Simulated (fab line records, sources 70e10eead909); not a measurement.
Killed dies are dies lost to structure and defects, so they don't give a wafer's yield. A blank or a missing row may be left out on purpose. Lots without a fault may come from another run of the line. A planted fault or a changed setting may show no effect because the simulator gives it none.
fab line records | flow nand_harc
record lots=6 wafers=18 last_day=33
route steps=1302 shown P_M1@294 P_M2@318 END@1302
lots that met no fault: from a run of the same line without faults
start_h: hours from the record's first day to the start of the lot's first wafer shown | wait_h: hours since the lot's step before | " the same as in the row above | L1.1+2: a row that stands for several wafers | - no value, or no start given | * or withheld: withheld | < > ~ a bound
route shown NAME@n: a module of which the file shows steps, and the number in the route of the first | usual: mean/standard deviation of fault-free wafers | same: alike in all rows | chamber/n: place in a boat | sites: the reading at each site | _std_site: their standard deviation | _edge_site: outer sites' mean less inner sites' | radius_mm: how far each site lies from the wafer's centre | mask NAME#n: copy n | behind: the tool/chamber that last shaped the wafer | hold: why the lot was held/for how many hours/how that ended | device: the transistor (n, p or np) that didn't switch | end of line: the same wafers' tests at the end of the route | a step without rows: its recipe alone | killed: dies lost to structure and defects at the first sort, not the wafer's yield | map: a wafer's dies, x killed, . not, _ none there
set.NAME: the setting as run; set.NAME@STEP: as run at that earlier step | model.NAME: the simulator's own value behind a step, which no gauge read
lots at some steps of the route; a table a step, a row a wafer
services: from which hour (start_h, from the record's first day; less than 0 if before it) a tool's chamber was out of use, for how many hours, and why
## steps
# step NHARC_P_M1_DEVELOP_08
# recipe develop_time_s=35 dev_temp_c=23
# step NHARC_P_M1_CD_MEAS_09
# recipe target_cd_nm=130 landing_energy_ev=500
# usual cd_nm=129.9/0.49
# columns lot.wafer tool chamber start_h wait_h cd_nm
L488.2 cd_sem-03 0 132.03 - 130.2
L488.3 " 0 " " 129.7
L488.5 " 0 " " 129.3
L498.3 cd_sem-03 0 240.94 - 130.7
L498.4 " 0 " " 130.3
L498.6 " 0 " " 130.1
L499.3 cd_sem-02 0 247.25 - 130.2
L499.4 " 0 " " 130.6
L499.6 " 0 " " 130.2
L507.2 cd_sem-02 0 325.46 - 130.1
L507.4 " 0 " " 129.7
L507.5 " 0 " " 129.9
L508.1 cd_sem-02 0 329.20 - 130.0
L508.2 " 0 " " 130.1
L508.6 " 0 " " 130.4
L509.2 cd_sem-03 0 339.68 - 129.9
L509.3 " 0 " " 130.2
L509.5 " 0 " " 129.3
# step NHARC_P_M1_OVL_MEAS_10
# recipe pitch_nm=260
# usual overlay_x_nm=0.2/0.97 overlay_y_nm=0.0/0.77
# columns lot.wafer tool chamber start_h wait_h overlay_x_nm overlay_y_nm
L488.2 overlay-02 - 132.12 - 0.6 -0.9
L488.3 " - " " 0.3 -0.7
L488.5 " - " " 0.5 -0.7
L498.3 overlay-01 - 241.03 - -1.0 0.6
L498.4 " - " " -0.8 0.6
L498.6 " - " " -1.2 0.8
L499.3 overlay-01 - 247.34 - 2.3 0.0
L499.4 " - " " 2.2 0.7
L499.6 " - " " 2.1 0.3
L507.2 overlay-01 - 325.55 - -0.2 1.1
L507.4 " - " " 0.1 1.2
L507.5 " - " " -0.2 0.4
L508.1 overlay-01 - 329.29 - 1.5 0.7
L508.2 " - " " 1.4 0.4
L508.6 " - " " 0.5 0.2
L509.2 overlay-02 - 339.77 - -0.7 1.9
L509.3 " - " " -0.6 1.1
L509.5 " - " " 0.1 1.2
# step NHARC_P_M1_INSPECT_11
# usual raw_defect_count=4.2/2.6
# columns lot.wafer tool chamber start_h wait_h raw_defect_count
L488.2 defect_inspect-02 - 132.16 0.0 1
L488.3 " - " " 3
L488.5 " - " " 5
L498.3 defect_inspect-01 - 241.06 0.0 3
L498.4 " - " " 10
L498.6 " - " " 4
L499.3 defect_inspect-01 - 247.37 0.0 3
L499.4 " - " " 6
L499.6 " - " " 7
L507.2 defect_inspect-02 - 325.59 0.0 4
L507.4 " - " " 2
L507.5 " - " " 0
L508.1 defect_inspect-02 - 329.32 0.0 4
L508.2 " - " " 4
L508.6 " - " " 4
L509.2 defect_inspect-02 - 339.80 0.0 6
L509.3 " - " " 0
L509.5 " - " " 3
# step NHARC_P_M1_DESCUM_14
# recipe time_s=3 o2_flow_sccm=200 ar_flow_sccm=0 bias_power_w=0 chemistry=O2
# step NHARC_P_M1_ETCH_35
# recipe target_depth_a=400 overetch_a=120 time_s=43.94 ion_energy_ev=200 n2_flow_sccm=150 h2_flow_sccm=150 ar_flow_sccm=0 rf_w=400 bias_w=150 chemistry=N2/H2
# usual drypump_motor_current_A=5.8/0.61 oes_product_au=0.997/0.0084 rf_vpp_V=429.3/2.1 showerhead_plenum_p_Torr=2.00/0.072 throttle_valve_pct=14.171/0.0089
# columns lot.wafer tool chamber start_h wait_h drypump_motor_current_A oes_product_au rf_hours_counter_h rf_vpp_V showerhead_plenum_p_Torr throttle_valve_pct
L488.2 rie_diel-09 1 132.31 0.1 6.0 0.988 42 433.9 2.15 14.158
L488.3 " 3 " " 5.6 0.987 44 432.1 2.12 14.163
L488.5 " 1 " " 6.0 0.990 - 433.4 2.15 14.167
L498.3 rie_diel-08 0 241.21 0.1 5.1 0.993 4 429.9 1.99 14.186
L498.4 " 2 " " 5.9 1.006 4 428.6 2.01 14.183
L498.6 " 0 " " 5.1 1.000 - 429.4 1.99 14.171
L499.3 rie_diel-06 3 247.52 0.1 4.9 0.998 7 427.3 1.91 14.177
L499.4 " 2 " " 6.0 1.009 7 429.6 2.00 14.166
L499.6 " 3 " " 4.9 1.002 - 427.8 1.91 14.177
L507.4 rie_diel-08 2 325.74 0.1 5.9 1.011 11 429.5 2.01 14.174
L507.2 " 3 " " 5.7 0.993 11 432.9 2.11 14.167
L507.5 " 0 " " 5.1 1.006 - 429.8 1.98 14.170
L508.2 rie_diel-06 3 329.47 0.1 4.9 0.994 1 427.9 1.91 14.183
L508.1 " 1 " " 6.3 0.984 1 427.1 1.89 14.187
L508.6 " 0 " " 6.8 0.996 - 428.6 1.95 14.181
L509.2 rie_diel-09 0 339.95 0.1 5.2 1.019 2 430.3 2.01 14.164
L509.3 " 2 " " 5.2 1.000 1 428.1 1.98 14.166
L509.5 " 3 " " 5.6 1.006 - 433.1 2.10 14.153
# step NHARC_P_M1_ETCH_15
# recipe target_depth_a=1825 time_s=91.2 c4f8_flow_sccm=withheld ar_flow_sccm=400 rf_w=600 bias_w=300 chemistry=C4F8/Ar
# step NHARC_P_M1_CD_MEAS_16
# usual cd_nm=129.8/0.77
# columns lot.wafer tool chamber start_h wait_h cd_nm
L488.2 cd_sem-03 - 132.52 - 129.6
L488.3 " - " " 130.9
L488.5 " - " " 129.6
L498.3 cd_sem-02 - 241.44 - 130.0
L498.4 " - " " 130.0
L498.6 " - " " 129.9
L499.3 cd_sem-03 - 247.74 - 130.3
L499.4 " - " " 131.0
L499.6 " - " " 130.6
L507.2 cd_sem-01 - 325.95 - 129.0
L507.4 " - " " 129.0
L507.5 " - " " 130.6
L508.1 cd_sem-02 - 329.70 - 131.2
L508.2 " - " " 130.5
L508.6 " - " " 129.6
L509.2 cd_sem-02 - 340.17 - 129.4
L509.3 " - " " 129.9
L509.5 " - " " 129.5
# step NHARC_P_M1_STRIP_18
# recipe power_w=1000 n2_flow_sccm=150 h2_flow_sccm=150 ar_flow_sccm=0 bias_w=0 chemistry=N2/H2
# step NHARC_P_M1_ETCH_28
# recipe target_depth_a=300 over_etch_frac=0.3 time_s=72.99 ion_energy_ev=150 cf4_flow_sccm=50 n2_flow_sccm=100 ar_flow_sccm=150 rf_w=300 bias_w=100 chemistry=CF4/N2
# step NHARC_P_M1_STRIP_19
# recipe time_s=600 temp_c=30 chemistry=post_etch_residue_remover
# step NHARC_P_M1_DEGAS_29
# recipe temp_c=250 time_s=60
# step NHARC_P_M1_PRE_CLEAN_30
# recipe time_s=30 temp_c=280 gas=H2/He
# usual heater_power_w=397/39
# columns lot.wafer tool chamber start_h wait_h heater_power_w
L488.2 pvd_sputter-03 - 133.30 - 439
L488.3 " - " " 456
L488.5 " - " " 392
L498.3 pvd_sputter-03 - 242.23 - 423
L498.4 " - " " 369
L498.6 " - " " 397
L499.4 pvd_sputter-03 - 248.53 - 396
L499.3 " - " " 393
L499.6 " - " " 446
L507.4 pvd_sputter-02 - 326.73 - 372
L507.2 " - " " 405
L507.5 " - " " 370
L508.2 pvd_sputter-03 - 330.48 - 453
L508.1 " - " " 396
L508.6 " - " " 450
L509.3 pvd_sputter-02 - 340.94 - 406
L509.2 " - " " 452
L509.5 " - " " 370
# step NHARC_P_M1_PVD_20
# recipe target_thk_a=50 bias_v=168.6 power_w=15000 chamber_pressure_pa=0.12 time_s=8.06 substrate_temp_c=50 material=TaN
# step NHARC_P_M1_PVD_21
# recipe target_thk_a=300 chamber_pressure_pa=5 power_w=5000 substrate_temp_c=30 time_s=20.49 material=Cu
# step NHARC_P_M1_ECD_22
# recipe target_thk_a=4000 bath_temp_c=25 material=Cu
# step NHARC_P_M1_ANNEAL_31
# recipe temp_c=225 time_s=90
# step NHARC_P_M1_CMP_23
# recipe t_overpolish_s=20 target_thk_nm=157.82
# usual motor_current_A=11.8/1 time_to_endpoint_s=29.3/2.4
# same t_overpolish_s=20
# columns lot.wafer tool chamber start_h wait_h motor_current_A time_to_endpoint_s
L488.3 cmp-01 2 134.37 - 10.9 31.0
L488.2 " 3 " " 13.6 30.6
L488.5 " 1 " " 13.2 29.4
L498.3 cmp-01 0 243.33 - 12.3 26.0
L498.4 " 1 " " 12.7 28.2
L498.6 " 2 " " 10.5 29.3
L499.4 cmp-03 3 249.63 - 10.5 32.7
L499.3 " 2 " " 12.3 24.6
L499.6 " 0 " " 11.2 28.8
L507.2 cmp-03 0 327.93 - 12.4 29.8
L507.4 " 2 " " 12.3 30.0
L507.5 " 1 " " 11.8 32.1
L508.1 cmp-01 1 331.53 - 13.8 28.1
L508.2 " 2 " " 11.2 31.1
L508.6 " 0 " " 12.5 25.6
L509.3 cmp-03 3 342.03 - 10.9 30.1
L509.2 " 0 " " 11.8 29.3
L509.5 " 2 " " 11.8 25.9
# step NHARC_P_M1_THK_MEAS_24
# recipe thk_meas_gauge=xrf
# usual thk_nm=158.3/1.4
# columns lot.wafer tool chamber start_h wait_h thk_nm
L488.2 film_metro-01 - 134.66 - 159.0
L488.3 " - " " 158.5
L488.5 " - " " 159.3
L498.3 film_metro-02 - 243.59 - 159.1
L498.4 " - " " 158.2
L498.6 " - " " 158.3
L499.3 film_metro-01 - 249.94 - 153.9
L499.4 " - " " 159.5
L499.6 " - " " 156.1
L507.2 film_metro-01 - 328.25 - 159.3
L507.4 " - " " 157.3
L507.5 " - " " 160.1
L508.1 film_metro-02 - 331.82 - 158.2
L508.2 " - " " 160.6
L508.6 " - " " 157.4
L509.2 film_metro-02 - 342.29 - 157.5
L509.3 " - " " 159.9
L509.5 " - " " 156.1
# step NHARC_P_M1_SRD_25
# step NHARC_P_M1_PRE_CLEAN_32
# recipe time_s=12 temp_c=370 rf_power_w=300 gas=NH3
# usual heater_power_w=647/94
# columns lot.wafer tool chamber start_h wait_h heater_power_w
L488.2 pecvd-03 2 134.89 0.1 682
L488.3 " 2 " " 666
L488.5 " 2 " " 676
L498.3 pecvd-04 0 243.82 0.1 650
L498.4 " 0 " " 674
L498.6 " 1 " " 674
L499.3 pecvd-01 2 250.16 0.1 561
L499.4 " 0 " " 815
L499.6 " 1 " " 784
L507.2 pecvd-01 1 328.49 0.1 715
L507.4 " 2 " " 525
L507.5 " 1 " " 719
L508.1 pecvd-03 0 332.05 0.1 612
L508.2 " 1 " " 539
L508.6 " 0 " " 614
L509.3 pecvd-04 2 342.53 0.1 614
L509.2 " 0 " " 633
L509.5 " 0 " " 621
# step NHARC_P_M1_DEP_33
# recipe target_thk_a=300 temp_c=370 target_thk_nm=30 pressure_torr=3 flow_sccm=200 rf_w=450 material=SiCN
# usual chamber_pressure_Torr=2.999/0.0071 heater_power_w=603/91
# columns lot.wafer tool chamber start_h wait_h chamber_pressure_Torr heater_power_w
L488.2 pecvd-03 2 135.01 0.1 3.000 615
L488.3 " 2 " " 2.999 617
L488.5 " 2 " " 2.995 634
L498.3 pecvd-04 0 243.93 0.1 3.016 595
L498.4 " 0 " " 3.009 608
L498.6 " 1 " " 2.993 574
L499.3 pecvd-01 2 250.24 0.1 2.995 493
L499.4 " 0 " " 2.991 768
L499.6 " 1 " " 2.995 757
L507.2 pecvd-01 1 328.65 0.1 3.002 775
L507.4 " 2 " " 3.008 483
L507.5 " 1 " " 3.010 767
L508.1 pecvd-03 0 332.12 0.1 2.989 554
L508.2 " 1 " " 3.006 463
L508.6 " 0 " " 3.000 545
L509.3 pecvd-04 2 342.63 0.1 2.996 565
L509.2 " 0 " " 2.990 577
L509.5 " 0 " " 2.998 580
# step NHARC_P_M2_DEP_00
# recipe target_thk_a=1825 target_thk_nm=182.5 temp_c=withheld pressure_torr=5 flow_sccm=200 rf_w=600 material=SiOC
# step NHARC_P_M2_DEHYDRATE_01
# recipe temp_c=150 time_s=120
# step NHARC_P_M2_HMDS_02
# recipe time_s=30
# step NHARC_P_M2_COAT_34
# recipe temp_c=200 time_s=65
# step NHARC_P_M2_COAT_03
# recipe spin_rpm=1500 resist_thk_nm=90
# step NHARC_P_M2_SOFTBAKE_04
# recipe temp_c=105 time_s=55
# step NHARC_P_M2_EBR_05
# step NHARC_P_M2_EXPOSE_06
# recipe na=1.35 target_cd_nm=170 dose_mj=80.78 mask_id=P_M2
# step NHARC_P_M2_PEB_07
# recipe peb_temp_c=100 peb_time_s=65
# step NHARC_P_M2_DEVELOP_08
# recipe develop_time_s=35 dev_temp_c=23
# step NHARC_P_M2_CD_MEAS_09
# recipe target_cd_nm=170 landing_energy_ev=500
# usual cd_nm=170.3/0.55
# columns lot.wafer tool chamber start_h wait_h cd_nm
L488.2 cd_sem-03 0 136.39 - 169.6
L488.3 " 0 " " 169.4
L488.5 " 0 " " 170.3
L498.3 cd_sem-03 0 245.02 - 171.1
L498.4 " 0 " " 170.8
L498.6 " 0 " " 170.3
L499.3 cd_sem-02 0 251.50 - 169.9
L499.4 " 0 " " 170.3
L499.6 " 0 " " 170.2
L507.2 cd_sem-03 0 329.97 - 169.8
L507.4 " 0 " " 169.9
L507.5 " 0 " " 171.2
L508.1 cd_sem-03 0 333.92 - 170.0
L508.2 " 0 " " 170.0
L508.6 " 0 " " 170.3
L509.2 cd_sem-03 0 343.85 - 170.9
L509.3 " 0 " " 170.5
L509.5 " 0 " " 170.5
# step NHARC_P_M2_OVL_MEAS_10
# recipe pitch_nm=340
# usual overlay_x_nm=-0.1/0.92 overlay_y_nm=-0.2/0.97
# columns lot.wafer tool chamber start_h wait_h overlay_x_nm overlay_y_nm
L488.2 overlay-02 - 136.47 - -0.2 -1.7
L488.3 " - " " 0.8 -1.7
L488.5 " - " " 0.3 -1.7
L498.3 overlay-02 - 245.10 - -0.8 -0.6
L498.4 " - " " -1.2 -0.6
L498.6 " - " " -0.8 -0.1
L499.3 overlay-02 - 251.58 - 0.2 -2.0
L499.4 " - " " -0.2 -1.2
L499.6 " - " " 0.1 -1.8
L507.2 overlay-02 - 330.05 - 0.8 -0.3
L507.4 " - " " -0.3 -0.2
L507.5 " - " " 0.6 -0.7
L508.1 overlay-01 - 334.01 - -2.2 -0.1
L508.2 " - " " -2.2 -0.4
L508.6 " - " " -2.5 -0.8
L509.2 overlay-01 - 343.93 - -0.1 1.9
L509.3 " - " " -0.7 2.0
L509.5 " - " " -0.1 1.6
# step NHARC_P_M2_DESCUM_14
# recipe time_s=3 o2_flow_sccm=200 ar_flow_sccm=0 bias_power_w=0 chemistry=O2
# usual drypump_motor_current_A=5.9/0.5 oes_product_au=0.993/0.009 rf_vpp_V=57.9/0.89 showerhead_plenum_p_Torr=1.94/0.074 throttle_valve_pct=11.313/0.0086
# columns lot.wafer tool chamber start_h wait_h drypump_motor_current_A oes_product_au rf_hours_counter_h rf_vpp_V showerhead_plenum_p_Torr throttle_valve_pct
L488.2 rie_diel-05 2 136.59 0.1 6.3 0.992 3.1 59.9 1.99 11.327
L488.3 " 3 " " 6.1 0.998 3.2 57.7 1.99 11.314
L488.5 " 0 " " 6.0 0.995 - 57.8 1.93 11.327
L498.4 rie_diel-05 2 245.21 0.1 6.3 0.982 0.1 56.7 1.99 11.331
L498.3 " 3 " " 6.1 1.005 0.1 57.4 1.99 11.323
L498.6 " 1 " " 6.0 0.975 - 57.2 1.85 11.320
L499.3 rie_diel-01 1 251.69 0.1 5.1 0.981 2.3 58.7 2.05 11.302
L499.4 " 2 " " 5.9 0.990 2.3 57.6 2.06 11.308
L499.6 " 0 " " 4.8 0.998 - 59.4 1.83 11.299
L507.4 rie_diel-01 3 330.17 0.1 4.7 0.993 5.7 57.9 1.95 11.291
L507.2 " 0 " " 4.8 0.992 5.4 55.8 1.83 11.304
L507.5 " 2 " " 5.9 1.003 - 57.2 2.06 11.313
L508.1 rie_diel-01 2 334.11 0.1 5.9 1.004 6.6 58.2 2.05 11.315
L508.2 " 0 " " 4.8 0.988 5.5 56.9 1.83 11.326
L508.6 " 2 " " 5.9 1.003 - 57.3 2.06 11.314
L509.2 rie_diel-05 3 344.03 0.1 6.2 0.998 5.1 57.6 1.98 11.308
L509.3 " 2 " " 6.4 0.994 5.4 59.0 1.99 11.304
L509.5 " 0 " " 6.0 0.985 - 58.9 1.93 11.315
# step NHARC_P_M2_ETCH_35
# recipe target_depth_a=400 overetch_a=120 time_s=43.94 ion_energy_ev=200 n2_flow_sccm=150 h2_flow_sccm=150 ar_flow_sccm=0 rf_w=400 bias_w=150 chemistry=N2/H2
# step NHARC_P_M2_ETCH_15
# recipe target_depth_a=1825 time_s=91.2 c4f8_flow_sccm=withheld ar_flow_sccm=400 rf_w=600 bias_w=300 chemistry=C4F8/Ar
# step NHARC_P_M2_CD_MEAS_16
# usual cd_nm=170.3/0.73
# columns lot.wafer tool chamber start_h wait_h cd_nm
L488.2 cd_sem-03 - 136.88 - 170.1
L488.3 " - " " 169.2
L488.5 " - " " 170.4
L498.3 cd_sem-03 - 245.51 - 170.8
L498.4 " - " " 170.4
L498.6 " - " " 171.4
L499.3 cd_sem-01 - 251.99 - 169.1
L499.4 " - " " 171.1
L499.6 " - " " 170.7
L507.2 cd_sem-03 - 330.46 - 169.6
L507.4 " - " " 170.3
L507.5 " - " " 170.9
L508.1 cd_sem-02 - 334.41 - 170.7
L508.2 " - " " 169.7
L508.6 " - " " 170.5
L509.2 cd_sem-03 - 344.34 - 171.3
L509.3 " - " " 169.8
L509.5 " - " " 170.2
# step NHARC_P_M2_STRIP_18
# recipe power_w=1000 n2_flow_sccm=150 h2_flow_sccm=150 ar_flow_sccm=0 bias_w=0 chemistry=N2/H2
# step NHARC_END_SORT_01
# recipe temp_c=25
# usual defect_limited_yield=90.9/2.8 killed_at_array=57/20 killed_at_other=1.3/1.4 killed_at_periphery=3.4/2.4 killed_dies=61/19 killed_open=2.9/1.8 killed_short=2.5/1.6
# same gross_dies=677
# columns lot.wafer tool chamber start_h wait_h defect_limited_yield[%] killed_at_array killed_at_other killed_at_periphery killed_dies killed_open killed_short
L499.3 prober-01 0 692.29 3.1 91.4 54 3 1 58 2 2
L499.4 prober-01 0 693.08 3.4 77.8 54 4 92 150 3 0
L499.6 prober-01 0 694.67 4.0 90.7 57 1 5 63 3 3
L498.3 prober-02 0 692.31 3.1 94.2 32 2 5 39 3 2
L498.4 prober-02 0 693.11 3.4 94.7 26 3 7 36 4 3
L498.6 prober-02 0 694.71 4.0 82.0 27 2 93 122 4 2
# killed by level:class
L499.3 A_SLIT:chamber_film_flake=33 A_STAIRCASE:chamber_film_flake=6 A_CHANNEL_HOLE_D1:chamber_film_flake=5 THIN_TSV:chamber_film_flake=3 A_CHANNEL_FILL_D2:chamber_film_flake=2 A_DECK1_JOINT:geometric_particle:open=1 A_ONON_D2:geometric_particle:short=1 A_SGD_CUT:geometric_particle:short=1
L498.3 A_CONTACT:chamber_film_flake=11 A_CHANNEL_HOLE_D1:chamber_film_flake=8 A_SLIT:chamber_film_flake=7 A_WL_FILL:geometric_particle:short=2 P_GATE:chamber_film_flake=2 P_M2:chamber_film_flake=2 A_STAIRCASE:chamber_film_flake=2 THIN_TSV:chamber_film_flake=2
L499.4 P_M1:unspecified=86 A_SLIT:chamber_film_flake=33 A_CHANNEL_HOLE_D1:chamber_film_flake=9 A_CONTACT:chamber_film_flake=4 THIN_TSV:chamber_film_flake=4 A_STAIRCASE:chamber_film_flake=4 P_GATE:chamber_film_flake=3 P_M2:chamber_film_flake=2
L498.4 A_CONTACT:chamber_film_flake=9 P_GATE:chamber_film_flake=6 A_CHANNEL_HOLE_D1:chamber_film_flake=6 A_CHANNEL_FILL_D2:geometric_particle:open=3 THIN_TSV:chamber_film_flake=3 A_CHANNEL_HOLE_D2:geometric_particle:short=1 A_STAIRCASE:geometric_particle:open=1 A_SGD_CUT:geometric_particle:short=1
L499.6 A_SLIT:chamber_film_flake=32 A_CHANNEL_HOLE_D1:chamber_film_flake=10 P_GATE:chamber_film_flake=3 A_WL_FILL:geometric_particle:short=2 P_STI:chamber_film_flake=2 A_CHANNEL_FILL_D2:chamber_film_flake=2 A_STAIRCASE:chamber_film_flake=2 A_WL_FILL:chamber_film_flake=2
L498.6 P_M1:unspecified=92 A_CHANNEL_HOLE_D1:chamber_film_flake=5 A_SLIT:chamber_film_flake=5 A_CONTACT:chamber_film_flake=5 A_CHANNEL_FILL_D2:chamber_film_flake=2 A_STAIRCASE:chamber_film_flake=2 A_WL_FILL:chamber_film_flake=2 A_CHANNEL_FILL_D1:geometric_particle:open=1
# map L498.6 (x killed, . not)
____________x____________
_________......._________
_______...x.....x._______
______.x..........x______
_____...........x..._____
____.........x.xx.x..____
____...x.............____
___...................___
___....x..............___
__..x..................__
__.........x.x.........__
_......................._
_.......xx..xx....x....._
_.........xx.xx..x......_
_..........xxxx........._
_........xxxxxxxx......._
....x....xxxxxxx...x.....
.........xxxxxxx.........
.........xxxxxxxx........
x.......xxxxxxxxx........
........xxxxxxxxx........
_.......xxxxxxxx........_
_........xxxxxxx........_
_.......xxxxxxxx.x......_
_..........xxxxx..x....._
_...........x......x..x._
__...........xx........__
__................x....__
___.....x.......x...x.___
___.....x............x___
____.................____
____.................____
_____............x.._____
______.............______
_______..........._______
_________......._________
____________.____________
# map L499.4 (x killed, . not)
____________.____________
_________......x_________
_______......xxxx._______
______.......x...xx______
_____.......x.xxxxx._____
____.........xxxxxx..____
____..........x.xxx..____
___..........xxxxx....___
___..........xxxxx....___
__.....................__
__......x.....x........__
_...........x..........._
_............x.........._
_.........xxxxx..x......_
_....x....xxxxx........._
_.......xxxxxxxx........_
.......xxxxxxxxxx........
........xxxxxxxx..x......
....x....xxxxxxxxx.......
.......xxxxxxxxx.........
....x..xxxxxxxxxx........
_....x..xxxxxxxxx.x....._
_.......xxxxxxx...x....._
_.x...x.x.xxxxx........x_
_x.xx.x....x.x.........._
_...x.....x...x........._
__..............x......__
__.x...................__
___...............x...___
___...................___
____.................____
____.................____
_____............x.._____
______.............______
_______.x....x...._______
_________......._________
____________.____________
## services
# columns tool chamber start_h hours kind
pecvd-04 1 110.86 20.2 repair
cmp-01 - 112.68 9.3 repair
pecvd-01 2 117.94 19.5 repair
pecvd-04 - 120.00 1.3 repair
cmp-01 - 124.90 1.0 repair
rie_diel-01 1 127.74 4.2 repair
pecvd-01 - 130.00 13.0 pm
cmp-03 - 132.29 0.8 repair
pecvd-03 1 133.49 18.7 repair
rie_diel-01 0 139.15 2.1 repair
pecvd-03 2 142.12 4.4 repair
cmp-03 - 147.08 2.0 repair
cmp-03 - 162.15 4.0 pm
rie_diel-05 1 168.02 8.7 repair
pvd_sputter-03 - 178.32 10.0 pm
pecvd-03 - 185.04 13.0 pm
cmp-01 - 185.61 4.0 pm
pecvd-04 - 269.00 13.0 pm
pecvd-01 - 272.10 1.3 repair
pecvd-03 0 281.05 4.7 repair
pecvd-04 - 292.01 1.3 repair
pecvd-01 0 310.74 23.1 repair
pecvd-01 - 311.27 13.0 pm
pecvd-04 - 332.01 2.2 repair
## key
first_sign step=NHARC_END_SORT_01 reading=killed_at_periphery direction=up sigmas=38 usual=3.4 struck=92.5
effect step=NHARC_END_SORT_01 reading=killed_dies direction=up sigmas=3.9 usual=61 struck=136
more_kills_born_at NHARC_P_M1_PRE_CLEAN_30@pvd_sputter-03=178
met_at NHARC_P_M1_PRE_CLEAN_30
struck_wafers L498.6,L499.4
onset_between 133.30 242.23
fault kind=chamber_particle_source tool=pvd_sputter-03 chamber=- onset_h=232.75 steps=NHARC_P_M1_PRE_CLEAN_30 rate_per_visit_cm2=0.96282 end_h=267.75 scope=struck_wafers_only
